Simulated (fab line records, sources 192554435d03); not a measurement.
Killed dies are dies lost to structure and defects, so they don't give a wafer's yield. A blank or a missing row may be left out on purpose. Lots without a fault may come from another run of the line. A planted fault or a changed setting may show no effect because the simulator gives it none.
fab line records | flow n5_finfet
record lots=24 wafers=72 last_day=18
route steps=1938 shown BEOL_M11@1595 BEOL_M12@1616 BEOL_M13@1670
lots that met no fault: from a run of the same line without faults
start_h: hours from the record's first day to the start of the lot's first wafer shown | wait_h: hours since the lot's step before | " the same as in the row above | L1.1+2: a row that stands for several wafers | - no value, or no start given | * or withheld: withheld | < > ~ a bound
route shown NAME@n: a module of which the file shows steps, and the number in the route of the first | usual: mean/standard deviation of fault-free wafers | same: alike in all rows | chamber/n: place in a boat | sites: the reading at each site | _std_site: their standard deviation | _edge_site: outer sites' mean less inner sites' | radius_mm: how far each site lies from the wafer's centre | mask NAME#n: copy n | behind: the tool/chamber that last shaped the wafer | hold: why the lot was held/for how many hours/how that ended | device: the transistor (n, p or np) that didn't switch | end of line: the same wafers' tests at the end of the route | a step without rows: its recipe alone | killed: dies lost to structure and defects at the first sort, not the wafer's yield | map: a wafer's dies, x killed, . not, _ none there
set.NAME: the setting as run; set.NAME@STEP: as run at that earlier step | model.NAME: the simulator's own value behind a step, which no gauge read
steps of the route over a sample of lots; a table a step, a row a wafer
services: from which hour (start_h, from the record's first day; less than 0 if before it) a tool's chamber was out of use, for how many hours, and why
## steps
# step N5_BEOL_M11_ANNEAL_51
# recipe temp_c=225 time_s=90 ambient=N2
# usual anneal_temp_c_max=226.2/0.66 wafer_temp_C_max=226.2/0.31
# columns lot.wafer tool chamber start_h wait_h anneal_temp_c_max wafer_temp_C_max
L074.1 rtp_anneal-01 0 228.39 0.2 225.3 226.4
L074.2 " 0 " " 225.5 226.2
L074.5 " 0 " " 225.2 226.1
L075.1 rtp_anneal-01 0 237.76 0.1 225.7 226.6
L075.2 " 0 " " 225.4 226.4
L075.3 " 0 " " 225.6 226.5
L076.3 rtp_anneal-01 0 247.43 0.3 225.9 226.6
L076.4 " 0 " " 225.8 226.4
L076.6 " 0 " " 225.8 226.6
L077.4 rtp_anneal-02 0 257.64 0.2 227.0 226.6
L077.5 " 0 " " 226.9 226.1
L077.6 " 0 " " 226.7 226.0
L079.2 rtp_anneal-01 0 266.85 0.1 225.5 226.4
L079.4 " 0 " " 225.5 225.7
L079.6 " 0 " " 225.4 225.8
L080.1 rtp_anneal-02 0 267.07 0.1 226.7 225.9
L080.4 " 0 " " 227.6 225.9
L080.5 " 0 " " 226.8 226.2
L078.4 rtp_anneal-01 0 269.93 0.8 225.9 225.8
L078.5 " 0 " " 225.7 226.7
L078.6 " 0 " " 226.2 226.3
L081.3 rtp_anneal-01 0 273.25 0.1 225.8 226.0
L081.5 " 0 " " 225.4 226.1
L081.6 " 0 " " 225.5 225.9
L082.1 rtp_anneal-01 0 283.26 0.2 225.5 226.3
L082.3 " 0 " " 225.6 225.9
L082.5 " 0 " " 225.5 226.3
L085.1 rtp_anneal-01 0 293.84 0.1 225.6 226.3
L085.2 " 0 " " 225.4 226.2
L085.3 " 0 " " 225.6 226.7
L083.2 rtp_anneal-01 0 299.76 0.6 225.5 226.6
L083.5 " 0 " " 225.6 226.3
L083.6 " 0 " " 225.5 226.1
L084.1 rtp_anneal-01 0 305.32 0.7 226.1 226.2
L084.3 " 0 " " 225.6 226.1
L084.6 " 0 " " 225.8 226.1
L087.2 rtp_anneal-02 0 310.40 0.1 227.3 226.1
L087.3 " 0 " " 227.0 225.6
L087.6 " 0 " " 226.9 226.2
L086.3 rtp_anneal-02 0 312.05 0.1 226.8 226.1
L086.4 " 0 " " 226.6 225.9
L086.5 " 0 " " 227.6 225.9
L090.1 rtp_anneal-02 0 326.76 0.1 227.1 225.9
L090.2 " 0 " " 226.9 226.3
L090.6 " 0 " " 226.7 226.1
L088.2 rtp_anneal-02 0 330.07 0.1 226.5 225.6
L088.4 " 0 " " 226.5 225.9
L088.6 " 0 " " 227.3 226.2
L091.1 rtp_anneal-02 0 335.21 0.1 227.1 225.9
L091.4 " 0 " " 227.1 225.9
L091.6 " 0 " " 226.6 225.8
L089.2 rtp_anneal-01 0 341.54 0.1 225.7 226.0
L089.3 " 0 " " 225.5 226.1
L089.6 " 0 " " 225.8 226.4
L092.3 rtp_anneal-02 0 345.33 0.3 226.1 226.1
L092.4 " 0 " " 226.7 225.8
L092.6 " 0 " " 226.7 226.3
L093.1 rtp_anneal-02 0 350.14 0.4 227.1 225.9
L093.3 " 0 " " 227.5 226.1
L093.4 " 0 " " 227.0 226.0
L094.1 rtp_anneal-02 0 358.19 0.3 226.9 225.9
L094.5 " 0 " " 226.4 226.2
L094.6 " 0 " " 227.5 226.2
L095.2 rtp_anneal-02 0 369.26 0.3 226.4 225.9
L095.5 " 0 " " 226.2 225.9
L095.6 " 0 " " 226.4 226.2
L096.1 rtp_anneal-02 0 369.64 0.1 226.2 225.9
L096.2 " 0 " " 226.6 226.2
L096.3 " 0 " " 226.9 225.9
L097.1 rtp_anneal-01 0 380.44 0.5 225.5 226.5
L097.2 " 0 " " 225.8 226.5
L097.4 " 0 " " 225.7 226.4
# step N5_BEOL_M12_ETCH_59
# recipe chemistry=N2/H2 target=BARC target_depth_a=890 overetch_a=267 time_s=67.9 ion_energy_ev=200 pressure_mtorr=30 source_w=840 bias_w=150 n2_flow_sccm=200 h2_flow_sccm=200
# usual bias_w=150.0/0.4 chamber_pressure_mTorr=29.999/0.026 drypump_motor_current_A=5.7/0.43 oes_product_au=0.68/0.083 rf_vpp_V=522.3/1.2 showerhead_plenum_p_Torr=2.49/0.036 throttle_valve_pct=17.86/0.26
# columns lot.wafer tool chamber start_h wait_h bias_w chamber_pressure_mTorr drypump_motor_current_A oes_product_au rf_hours_counter_h rf_vpp_V showerhead_plenum_p_Torr throttle_valve_pct
L074.1 rie_diel-05 3 229.75 0.0 150.8 30.005 5.7 0.59 236 522.4 2.50 18.28
L074.2 " 2 " " 149.9 29.987 5.2 0.60 197 519.0 2.42 18.03
L074.5 " 1 " " 149.7 29.973 6.0 0.79 - 523.8 2.48 17.43
L075.1 rie_diel-02 0 239.48 0.0 149.8 30.054 5.6 0.66 131 521.7 2.44 17.84
L075.2 " 2 " " 149.5 30.007 5.9 0.62 191 522.4 2.53 18.34
L075.3 " 3 " " 149.8 30.019 6.0 0.63 137 523.1 2.55 17.81
L076.3 rie_diel-05 0 249.03 0.0 150.7 29.959 5.1 0.83 2 522.1 2.51 17.49
L076.4 " 3 " " 149.4 30.028 5.7 0.59 244 522.8 2.50 18.28
L076.6 " 3 " " 149.8 30.031 5.7 0.59 - 521.7 2.50 18.29
L077.4 rie_diel-05 3 258.87 0.0 150.3 30.033 5.7 0.59 247 521.7 2.50 18.29
L077.5 " 3 " " 150.1 29.989 5.8 0.59 - 522.6 2.49 18.30
L077.6 " 2 " " 150.5 29.996 5.1 0.60 - 519.6 2.42 18.08
L079.2 rie_diel-01 1 268.27 0.0 150.5 29.961 5.7 0.83 3 522.6 2.50 17.63
L079.4 " 2 " " 149.5 29.992 5.7 0.75 43 522.4 2.48 17.85
L079.6 " 2 " " 149.4 30.003 5.7 0.75 - 522.7 2.48 17.85
L080.1 rie_diel-01 3 268.58 0.0 150.1 30.019 4.8 0.61 232 522.3 2.51 18.21
L080.4 " 2 " " 150.1 30.017 5.7 0.75 43 521.1 2.48 17.85
L080.5 " 1 " " 149.5 30.015 5.8 0.84 - 522.7 2.50 17.62
L078.4 rie_diel-02 2 271.14 0.0 149.6 30.063 5.9 0.61 202 522.8 2.52 18.35
L078.5 " 2 " " 149.5 29.982 6.0 0.61 - 522.2 2.52 18.37
L078.6 " 1 " " 150.4 29.994 6.1 0.60 - 523.7 2.54 17.81
L081.3 rie_diel-01 0 274.50 0.0 150.1 29.979 6.5 0.70 82 520.5 2.48 17.50
L081.5 " 2 " " 150.5 30.011 5.7 0.75 - 524.2 2.48 17.86
L081.6 " 1 " " 149.5 30.035 5.7 0.81 - 522.1 2.49 17.64
L082.1 rie_diel-01 1 284.66 0.0 150.1 30.016 5.7 0.80 12 522.6 2.49 17.65
L082.3 " 0 " " 150.6 30.036 6.5 0.70 87 522.4 2.47 17.52
L082.5 " 1 " " 149.5 29.975 5.7 0.80 - 523.0 2.49 17.65
L085.1 rie_diel-02 2 295.32 0.0 149.6 30.021 5.9 0.61 212 522.5 2.52 18.38
L085.2 " 0 " " 150.2 30.005 5.7 0.64 152 522.4 2.44 17.89
L085.3 " 3 " " 150.1 29.998 6.0 0.63 158 523.5 2.54 17.82
L083.2 rie_diel-05 2 301.09 0.0 149.6 29.953 5.1 0.58 221 520.1 2.41 18.08
L083.5 " 1 " " 150.3 29.973 6.0 0.75 - 521.0 2.47 17.49
L083.6 " 2 " " 149.9 29.997 5.2 0.59 - 519.6 2.41 18.07
L084.1 rie_diel-02 2 307.07 0.0 150.3 29.994 6.0 0.60 216 524.0 2.52 18.40
L084.3 " 3 " " 150.5 30.010 6.1 0.62 161 523.3 2.54 17.84
L084.6 " 0 " " 149.9 30.028 5.6 0.63 - 522.6 2.43 17.88
L087.2 rie_diel-02 2 311.90 0.0 150.3 29.969 6.0 0.60 217 523.3 2.52 18.39
L087.3 " 3 " " 150.6 29.986 6.1 0.63 163 523.4 2.54 17.85
L087.6 " 2 " " 150.0 29.973 6.0 0.61 - 523.3 2.52 18.38
L086.3 rie_diel-01 0 314.56 0.0 149.9 30.004 6.5 0.69 97 522.0 2.47 17.54
L086.4 " 0 " " 150.1 29.971 6.5 0.69 - 521.6 2.47 17.52
L086.5 " 1 " " 149.5 29.974 5.8 0.77 - 522.4 2.49 17.66
L090.1 rie_diel-02 2 328.23 0.0 149.7 29.983 6.0 0.60 223 522.5 2.52 18.39
L090.2 " 1 " " 149.9 30.066 6.1 0.59 214 521.7 2.53 17.83
L090.6 " 3 " " 150.3 30.032 6.1 0.62 - 523.5 2.54 17.85
L088.2 rie_diel-05 2 331.43 0.0 150.1 29.999 5.2 0.58 234 522.4 2.41 18.11
L088.4 " 1 " " 149.7 30.004 6.0 0.73 47 522.1 2.47 17.48
L088.6 " 3 " " 150.3 30.018 5.7 0.83 - 522.7 2.49 17.89
L091.1 rie_diel-02 2 336.57 0.0 150.1 29.996 6.0 0.59 226 524.0 2.51 18.39
L091.4 " 0 " " 149.8 30.007 5.6 0.62 165 521.1 2.43 17.91
L091.6 " 0 " " 149.8 29.994 5.7 0.63 - 519.7 2.43 17.90
L089.2 rie_diel-05 2 343.15 0.0 149.5 30.002 5.1 0.58 238 520.6 2.41 18.11
L089.3 " 0 " " 150.2 29.981 5.1 0.75 35 522.0 2.49 17.57
L089.6 " 3 " " 149.8 29.982 5.7 0.81 - 522.1 2.49 17.87
L092.3 rie_diel-05 3 346.78 0.0 150.8 30.014 5.8 0.81 11 525.1 2.49 17.88
L092.4 " 1 " " 149.6 30.002 6.0 0.72 53 522.1 2.47 17.51
L092.6 " 3 " " 150.7 29.967 5.7 0.80 - 522.6 2.49 17.89
L093.1 rie_diel-02 3 351.48 0.0 149.6 29.976 6.1 0.62 176 523.2 2.53 17.86
L093.3 " 2 " " 150.5 30.009 5.9 0.59 231 522.3 2.51 18.40
L093.4 " 1 " " 150.0 30.022 6.1 0.58 222 521.7 2.52 17.85
L094.1 rie_diel-02 1 359.63 0.0 149.1 30.019 6.1 0.58 225 523.6 2.52 17.84
L094.5 " 3 " " 150.0 30.036 6.1 0.61 - 522.6 2.53 17.87
L094.6 " 2 " " 149.7 30.013 6.0 0.60 - 523.6 2.51 18.39
L095.2 rie_diel-01 3 370.58 0.0 150.7 29.978 4.8 0.79 9 523.2 2.50 17.83
L095.5 " 1 " " 149.9 29.964 5.7 0.74 - 521.7 2.48 17.71
L095.6 " 2 " " 149.9 29.983 5.7 0.69 - 522.5 2.47 17.93
L096.1 rie_diel-01 3 371.00 0.0 149.8 30.010 4.8 0.79 9 522.4 2.50 17.83
L096.2 " 2 " " 149.9 29.989 5.7 0.70 89 522.0 2.47 17.94
L096.3 " 0 " " 150.1 30.039 6.5 0.67 122 521.8 2.46 17.59
L097.1 rie_diel-01 0 381.95 0.0 149.3 29.985 6.6 0.67 126 522.1 2.46 17.58
L097.2 " 3 " " 149.7 30.002 4.8 0.78 13 521.7 2.49 17.86
L097.4 " 1 " " 149.4 29.982 5.8 0.75 52 521.3 2.48 17.73
# step N5_BEOL_M12_CD_MEAS_28
# recipe target_cd_nm=160.2 landing_energy_ev=500 detector=se_inlens polarity=opening
# usual cd_nm=160.0/1.2
# same landing_energy_ev=500
# columns lot.wafer tool chamber start_h wait_h cd_nm
L074.1 cd_sem-03 0 230.54 - 160.8
L074.2 " 0 " " 162.2
L074.5 " 0 " " 159.0
L075.1 cd_sem-02 0 240.30 - 159.3
L075.2 " 0 " " 158.3
L075.3 " 0 " " 157.8
L076.3 cd_sem-03 0 249.94 - 160.1
L076.4 " 0 " " 162.6
L076.6 " 0 " " 160.4
L077.4 cd_sem-03 0 259.66 - 159.3
L077.5 " 0 " " 161.0
L077.6 " 0 " " 160.6
L079.2 cd_sem-03 0 269.19 - 159.8
L079.4 " 0 " " 161.0
L079.6 " 0 " " 160.7
L080.1 cd_sem-01 0 269.49 - 158.6
L080.4 " 0 " " 160.6
L080.5 " 0 " " 160.4
L078.4 cd_sem-01 0 272.05 - 160.2
L078.5 " 0 " " 158.8
L078.6 " 0 " " 160.2
L081.3 cd_sem-02 0 275.29 - 157.7
L081.5 " 0 " " 159.2
L081.6 " 0 " " 157.3
L082.1 cd_sem-03 0 285.63 - 158.8
L082.3 " 0 " " 159.9
L082.5 " 0 " " 159.2
L085.1 cd_sem-02 0 296.23 - 158.4
L085.2 " 0 " " 157.5
L085.3 " 0 " " 159.3
L083.2 cd_sem-01 0 301.90 - 160.7
L083.5 " 0 " " 160.7
L083.6 " 0 " " 160.1
L084.1 cd_sem-02 0 307.85 - 162.3
L084.3 " 0 " " 162.1
L084.6 " 0 " " 160.7
L087.2 cd_sem-03 0 312.68 - 161.1
L087.3 " 0 " " 162.0
L087.6 " 0 " " 164.0
L086.3 cd_sem-01 0 315.92 - 159.1
L086.4 " 0 " " 159.2
L086.5 " 0 " " 159.2
L090.1 cd_sem-03 0 329.14 - 159.5
L090.2 " 0 " " 158.9
L090.6 " 0 " " 160.3
L088.2 cd_sem-03 0 332.30 - 160.6
L088.4 " 0 " " 162.2
L088.6 " 0 " " 159.2
L091.1 cd_sem-02 0 337.54 - 159.7
L091.4 " 0 " " 161.4
L091.6 " 0 " " 159.7
L089.2 cd_sem-03 0 344.07 - 159.8
L089.3 " 0 " " 160.6
L089.6 " 0 " " 159.9
L092.3 cd_sem-01 0 347.56 - 159.9
L092.4 " 0 " " 159.6
L092.6 " 0 " " 161.4
L093.1 cd_sem-03 0 352.26 - 161.1
L093.3 " 0 " " 161.3
L093.4 " 0 " " 161.0
L094.1 cd_sem-03 0 360.54 - 158.9
L094.5 " 0 " " 157.2
L094.6 " 0 " " 157.8
L095.2 cd_sem-02 0 371.50 - 159.6
L095.5 " 0 " " 160.2
L095.6 " 0 " " 160.8
L096.1 cd_sem-02 0 371.91 - 160.9
L096.2 " 0 " " 160.6
L096.3 " 0 " " 160.6
L097.1 cd_sem-02 0 382.86 - 157.8
L097.2 " 0 " " 158.4
L097.4 " 0 " " 159.0
# step N5_BEOL_M12_ETCH_38
# recipe chemistry=CF4/N2 target=SiCN target_depth_a=687 taper_deg=2 time_s=73.4 ion_energy_ev=150 mask_material=SiO2 pressure_mtorr=40 source_w=430 bias_w=70 Ar_flow_sccm=100 cf4_flow_sccm=60 n2_flow_sccm=60
# usual bias_w=70.03/0.2 cf4_flow_sccm=60.02/0.19 chamber_pressure_mTorr=40.00/0.036 drypump_motor_current_A=5.7/0.48 oes_product_au=0.80/0.095 rf_vpp_V=381.1/1.1 showerhead_plenum_p_Torr=2.159/0.029 throttle_valve_pct=15.41/0.27
# columns lot.wafer tool chamber start_h wait_h bias_w cf4_flow_sccm chamber_pressure_mTorr drypump_motor_current_A oes_product_au rf_hours_counter_h rf_vpp_V showerhead_plenum_p_Torr throttle_valve_pct
L074.1 rie_diel-01 2 232.93 - 70.42 60.41 40.00 5.7 0.91 27 381.7 2.166 15.45
L074.2 " 0 " " 70.05 60.04 40.03 6.5 0.84 62 380.5 2.153 15.05
L074.5 " 0 " " 69.84 60.22 40.06 6.5 0.85 - 382.3 2.154 15.06
L075.1 rie_diel-01 0 244.51 - 69.99 60.09 39.99 6.5 0.83 69 381.4 2.151 15.08
L075.2 " 2 " " 69.94 60.12 40.01 5.7 0.90 35 381.2 2.164 15.46
L075.3 " 3 " " 69.94 59.65 39.99 4.8 0.70 223 381.4 2.183 15.73
L076.3 rie_diel-05 3 252.72 - 69.89 60.04 39.95 5.8 0.68 245 380.2 2.173 15.95
L076.4 " 0 " " 70.00 59.99 40.03 5.1 0.98 3 381.8 2.171 15.01
L076.6 " 3 " " 69.82 60.43 40.04 5.7 0.68 - 380.5 2.173 15.95
L077.4 rie_diel-01 0 261.89 - 69.99 59.98 39.99 6.5 0.83 76 379.5 2.149 15.08
L077.5 " 0 " " 69.58 60.01 39.94 6.6 0.84 - 381.6 2.148 15.10
L077.6 " 1 " " 70.17 60.04 39.97 5.7 1.00 - 382.2 2.168 15.14
L080.1 rie_diel-02 2 271.74 - 70.06 59.64 40.02 6.0 0.70 203 382.1 2.193 15.94
L080.4 " 3 " " 70.17 60.02 40.04 6.0 0.75 148 381.9 2.210 15.44
L080.5 " 1 " " 70.04 59.98 39.99 6.1 0.70 - 381.5 2.195 15.35
L079.2 rie_diel-02 1 272.41 - 69.93 59.96 40.01 6.1 0.70 194 382.0 2.195 15.36
L079.4 " 0 " " 70.17 59.84 40.07 5.7 0.75 143 379.9 2.120 15.47
L079.6 " 3 " " 69.60 60.00 40.00 6.0 0.74 - 381.3 2.210 15.43
L078.4 rie_diel-02 1 273.49 - 69.94 60.21 39.98 6.1 0.70 194 380.6 2.195 15.35
L078.5 " 3 " " 69.81 59.98 40.02 6.0 0.75 - 383.8 2.210 15.44
L078.6 " 0 " " 69.87 59.84 39.97 5.6 0.75 - 380.8 2.120 15.48
L081.3 rie_diel-01 1 276.82 - 69.91 59.80 39.95 5.8 0.97 8 382.5 2.166 15.16
L081.5 " 1 " " 70.08 60.05 39.97 5.7 0.96 - 382.3 2.166 15.15
L081.6 " 0 " " 70.24 60.04 40.02 6.5 0.82 - 380.0 2.147 15.10
L082.1 rie_diel-01 1 289.47 - 69.92 60.04 40.03 5.7 0.97 12 382.4 2.164 15.17
L082.3 " 0 " " 70.35 60.06 39.99 6.5 0.81 89 381.2 2.144 15.12
L082.5 " 2 " " 70.04 60.00 39.96 5.7 0.88 - 380.4 2.157 15.50
L085.1 rie_diel-02 1 297.20 - 70.05 60.18 39.97 6.1 0.70 203 382.3 2.191 15.38
L085.2 " 3 " " 70.24 60.04 39.99 6.0 0.74 158 381.8 2.207 15.47
L085.3 " 2 " " 69.99 60.07 40.00 6.0 0.70 213 381.3 2.190 15.96
L083.2 rie_diel-01 1 303.27 - 69.86 60.22 39.94 5.8 0.94 18 379.9 2.163 15.17
L083.5 " 3 " " 70.07 60.08 39.99 4.8 0.69 - 380.9 2.174 15.76
L083.6 " 1 " " 69.89 59.84 40.05 5.8 0.94 - 381.3 2.163 15.17
L084.1 rie_diel-02 1 311.40 - 69.89 59.99 40.00 6.1 0.68 208 381.2 2.190 15.37
L084.3 " 3 " " 70.26 59.83 39.96 6.1 0.73 162 382.0 2.205 15.47
L084.6 " 2 " " 70.31 59.78 39.93 5.9 0.69 - 382.5 2.189 15.96
L087.2 rie_diel-01 1 314.26 - 69.69 60.10 40.05 5.8 0.93 23 381.3 2.161 15.19
L087.3 " 2 " " 70.34 59.85 39.96 5.7 0.86 64 380.6 2.154 15.53
L087.6 " 2 " " 70.34 59.95 40.02 5.7 0.85 - 382.6 2.154 15.52
L086.3 rie_diel-05 2 320.10 - 69.96 59.99 40.02 5.1 0.68 229 378.4 2.093 15.65
L086.4 " 1 " " 69.94 59.95 40.03 6.0 0.88 - 381.6 2.154 15.11
L086.5 " 0 " " 69.96 59.80 40.04 5.1 0.90 - 381.2 2.163 15.05
L090.1 rie_diel-05 0 331.98 - 69.89 60.14 39.99 5.1 0.88 30 381.7 2.162 15.07
L090.2 " 2 " " 69.84 60.16 40.03 5.1 0.68 234 380.5 2.091 15.66
L090.6 " 2 " " 69.80 60.06 39.99 5.2 0.68 - 380.3 2.091 15.66
L088.2 rie_diel-02 2 333.23 - 69.95 60.07 40.06 6.0 0.69 225 382.5 2.186 15.99
L088.4 " 0 " " 70.28 60.00 40.04 5.6 0.74 164 379.1 2.113 15.55
L088.6 " 2 " " 69.85 60.15 39.96 6.0 0.69 - 382.0 2.186 15.99
L091.1 rie_diel-01 0 338.45 - 70.28 60.03 39.96 6.5 0.79 110 379.2 2.136 15.16
L091.4 " 0 " " 69.76 59.97 39.97 6.5 0.80 - 381.1 2.137 15.15
L091.6 " 2 " " 69.78 60.21 40.05 5.7 0.85 - 380.4 2.149 15.55
L089.2 rie_diel-01 1 345.07 - 70.40 59.95 39.98 5.7 0.90 38 380.5 2.156 15.21
L089.3 " 0 " " 70.20 59.74 39.96 6.5 0.79 113 379.4 2.136 15.17
L089.6 " 2 " " 70.09 60.29 40.04 5.7 0.84 - 380.9 2.148 15.56
L092.3 rie_diel-05 3 348.88 - 70.34 59.75 40.01 5.7 0.94 12 382.7 2.167 15.49
L092.4 " 1 " " 70.13 60.14 40.05 6.0 0.85 54 381.0 2.150 15.17
L092.6 " 3 " " 70.18 60.11 40.03 5.7 0.95 - 381.4 2.167 15.48
L093.1 rie_diel-01 2 353.20 - 69.89 60.04 40.01 5.7 0.83 82 380.3 2.148 15.56
L093.3 " 1 " " 69.86 60.26 39.94 5.7 0.90 41 381.1 2.155 15.22
L093.4 " 3 " " 69.86 60.19 39.98 4.8 0.95 3 379.5 2.172 15.29
L094.1 rie_diel-05 3 363.65 - 69.90 59.88 40.06 5.7 0.93 16 381.5 2.166 15.49
L094.5 " 0 " " 70.00 60.10 40.00 5.1 0.88 - 381.4 2.158 15.08
L094.6 " 1 " " 69.78 60.20 40.03 6.0 0.84 - 381.4 2.148 15.16
L095.2 rie_diel-02 2 373.63 - 70.14 60.13 40.02 5.9 0.68 240 381.7 2.181 16.02
L095.5 " 1 " " 70.19 59.70 39.96 6.1 0.67 - 383.1 2.182 15.43
L095.6 " 0 " " 69.94 60.07 40.00 5.7 0.72 - 379.9 2.108 15.57
L096.1 rie_diel-05 1 374.71 - 69.91 59.90 40.01 6.0 0.83 63 381.3 2.146 15.16
L096.2 " 0 " " 69.97 60.33 39.98 5.1 0.85 46 380.6 2.156 15.11
L096.3 " 2 " " 69.86 60.37 39.94 5.1 0.67 250 377.5 2.086 15.71
L097.1 rie_diel-05 0 386.44 - 70.29 59.99 39.98 5.0 0.85 52 382.1 2.154 15.11
L097.2 " 1 " " 70.05 59.79 40.07 6.0 0.83 69 380.1 2.145 15.18
L097.4 " 3 " " 70.08 59.98 40.06 5.8 0.89 - 382.2 2.163 15.51
# step N5_BEOL_M12_SPUTTER_44
# recipe material=Ta target_thk_a=100 temp_c=50 bias_v=80 power_w=15000 chamber_pressure_pa=0.07 time_s=16.13
# usual throttle_valve_pct=30.4/0.43
# columns lot.wafer tool chamber start_h wait_h throttle_valve_pct
L074.1 pvd_sputter-03 - 233.42 0.0 30.6
L074.2 " - " " 30.2
L074.5 " - " " 30.7
L075.1 pvd_sputter-01 - 247.19 0.0 30.4
L075.2 " - " " 30.6
L075.3 " - " " 29.3
L076.3 pvd_sputter-01 - 253.19 0.0 29.4
L076.4 " - " " 30.8
L076.6 " - " " 30.9
L077.4 pvd_sputter-01 - 262.44 0.0 30.6
L077.5 " - " " 30.3
L077.6 " - " " 29.5
L080.1 pvd_sputter-03 - 272.47 0.0 30.1
L080.4 " - " " 30.0
L080.5 " - " " 30.7
L079.2 pvd_sputter-01 - 272.95 0.0 30.2
L079.4 " - " " 29.7
L079.6 " - " " 30.3
L078.4 pvd_sputter-02 - 274.55 0.0 30.8
L078.5 " - " " 30.4
L078.6 " - " " 31.1
L081.3 pvd_sputter-03 - 277.72 0.0 29.8
L081.5 " - " " 30.1
L081.6 " - " " 30.4
L082.1 pvd_sputter-02 - 290.28 0.0 30.4
L082.3 " - " " 31.0
L082.5 " - " " 30.5
L085.1 pvd_sputter-02 - 297.82 0.0 30.6
L085.2 " - " " 30.3
L085.3 " - " " 30.9
L083.2 pvd_sputter-03 - 303.94 0.0 30.4
L083.5 " - " " 30.1
L083.6 " - " " 29.6
L084.1 pvd_sputter-02 - 312.04 0.0 30.9
L084.3 " - " " 30.4
L084.6 " - " " 31.1
L087.2 pvd_sputter-03 - 314.83 0.0 29.9
L087.3 " - " " 30.2
L087.6 " - " " 29.9
L086.3 pvd_sputter-02 - 320.66 0.0 31.0
L086.4 " - " " 30.3
L086.5 " - " " 30.6
L090.1 pvd_sputter-02 - 332.63 0.0 31.1
L090.2 " - " " 30.5
L090.6 " - " " 30.9
L088.2 pvd_sputter-01 - 335.65 0.0 30.3
L088.4 " - " " 30.5
L088.6 " - " " 30.3
L091.1 pvd_sputter-01 - 340.41 0.0 30.4
L091.4 " - " " 30.1
L091.6 " - " " 30.8
L089.2 pvd_sputter-01 - 345.43 0.0 30.3
L089.3 " - " " 30.9
L089.6 " - " " 30.7
L092.3 pvd_sputter-03 - 349.68 0.0 30.3
L092.4 " - " " 30.1
L092.6 " - " " 29.7
L093.1 pvd_sputter-01 - 353.75 0.0 30.3
L093.3 " - " " 29.7
L093.4 " - " " 30.8
L094.1 pvd_sputter-02 - 364.19 0.0 30.0
L094.5 " - " " 30.9
L094.6 " - " " 30.4
L095.2 pvd_sputter-01 - 374.46 0.0 29.2
L095.5 " - " " 30.5
L095.6 " - " " 30.6
L096.1 pvd_sputter-03 - 375.87 0.0 30.0
L096.2 " - " " 30.0
L096.3 " - " " 30.1
L097.1 pvd_sputter-02 - 386.93 0.0 30.0
L097.2 " - " " 31.2
L097.4 " - " " 30.3
# step N5_BEOL_M13_OVL_MEAS_11
# recipe points_per_wafer=44
# usual V12_OVL=0/5.4
# columns lot.wafer tool chamber start_h wait_h V12_OVL[nm]
L074.1 overlay-01 0 235.03 0.0 2
L074.2 " 0 " " -2
L074.5 " 0 " " -1
L075.1 overlay-02 0 248.97 0.0 -3
L075.2 " 0 " " -2
L075.3 " 0 " " -6
L076.3 overlay-02 0 254.93 0.0 -5
L076.4 " 0 " " -4
L076.6 " 0 " " -8
L077.4 overlay-02 0 264.05 0.0 -17
L077.5 " 0 " " -9
L077.6 " 0 " " -6
L080.1 overlay-01 0 274.08 0.0 -3
L080.4 " 0 " " -2
L080.5 " 0 " " -2
L079.2 overlay-02 0 274.57 0.0 1
L079.4 " 0 " " 0
L079.6 " 0 " " 1
L078.4 overlay-02 0 276.29 0.0 -4
L078.5 " 0 " " 9
L078.6 " 0 " " -4
L081.3 overlay-02 0 279.33 0.0 -10
L081.5 " 0 " " -11
L081.6 " 0 " " -4
L082.1 overlay-02 0 292.01 0.0 -2
L082.3 " 0 " " -6
L082.5 " 0 " " 0
L085.1 overlay-01 0 299.45 0.0 -5
L085.2 " 0 " " 1
L085.3 " 0 " " 2
L083.2 overlay-02 0 306.00 0.0 5
L083.5 " 0 " " 6
L083.6 " 0 " " 4
L084.1 overlay-01 0 314.91 0.0 10
L084.3 " 0 " " 15
L084.6 " 0 " " 11
L087.2 overlay-01 0 316.58 0.0 -7
L087.3 " 0 " " 4
L087.6 " 0 " " 0
L086.3 overlay-02 0 322.29 0.0 2
L086.4 " 0 " " 0
L086.5 " 0 " " 2
L090.1 overlay-02 0 334.89 0.0 -1
L090.2 " 0 " " -11
L090.6 " 0 " " -2
L088.2 overlay-01 0 337.26 0.0 9
L088.4 " 0 " " 12
L088.6 " 0 " " 8
L091.1 overlay-01 0 342.14 0.0 9
L091.4 " 0 " " 1
L091.6 " 0 " " -2
L089.2 overlay-02 0 347.04 0.0 1
L089.3 " 0 " " 2
L089.6 " 0 " " -4
L092.3 overlay-01 0 352.18 0.0 9
L092.4 " 0 " " -2
L092.6 " 0 " " 2
L093.1 overlay-02 0 355.48 0.0 -2
L093.3 " 0 " " -2
L093.4 " 0 " " -6
L094.1 overlay-02 0 365.82 0.0 -1
L094.5 " 0 " " 0
L094.6 " 0 " " 1
L095.2 overlay-01 0 376.40 0.0 -5
L095.5 " 0 " " 6
L095.6 " 0 " " -6
L096.1 overlay-02 0 377.95 0.0 -2
L096.2 " 0 " " 0
L096.3 " 0 " " 1
L097.1 overlay-01 0 388.86 0.0 1
L097.2 " 0 " " 0
L097.4 " 0 " " 1
## services
# columns tool chamber start_h hours kind
rie_diel-01 0 205.00 10.7 repair
rie_diel-05 3 217.36 2.8 repair
rie_diel-05 0 221.67 - clean
rie_diel-05 0 221.67 - consumable_replace:focus_ring
rie_diel-05 0 221.67 19.9 scheduled_down
rie_diel-05 0 221.67 19.9 vent_cycle
rie_diel-01 1 226.12 7.0 repair
rie_diel-01 1 233.20 - clean
rie_diel-01 1 233.20 - consumable_replace:focus_ring
rie_diel-01 1 233.20 23.2 scheduled_down
rie_diel-01 1 233.20 23.2 vent_cycle
rie_diel-05 - 271.96 10.0 pm
rie_diel-05 3 292.57 28.2 repair
rie_diel-01 3 306.54 - clean
rie_diel-01 3 306.54 - consumable_replace:focus_ring
rie_diel-01 3 306.54 32.1 scheduled_down
rie_diel-01 3 306.54 32.1 vent_cycle
rie_diel-05 - 311.93 2.8 pm
pvd_sputter-03 - 316.18 2.9 repair
rie_diel-05 3 321.20 7.7 repair
rie_diel-01 3 343.36 5.8 repair
rtp_anneal-02 - 349.02 1.1 pm
rie_diel-02 1 374.63 3.0 repair
rie_diel-02 - 380.59 14.6 pm
## key
fault none
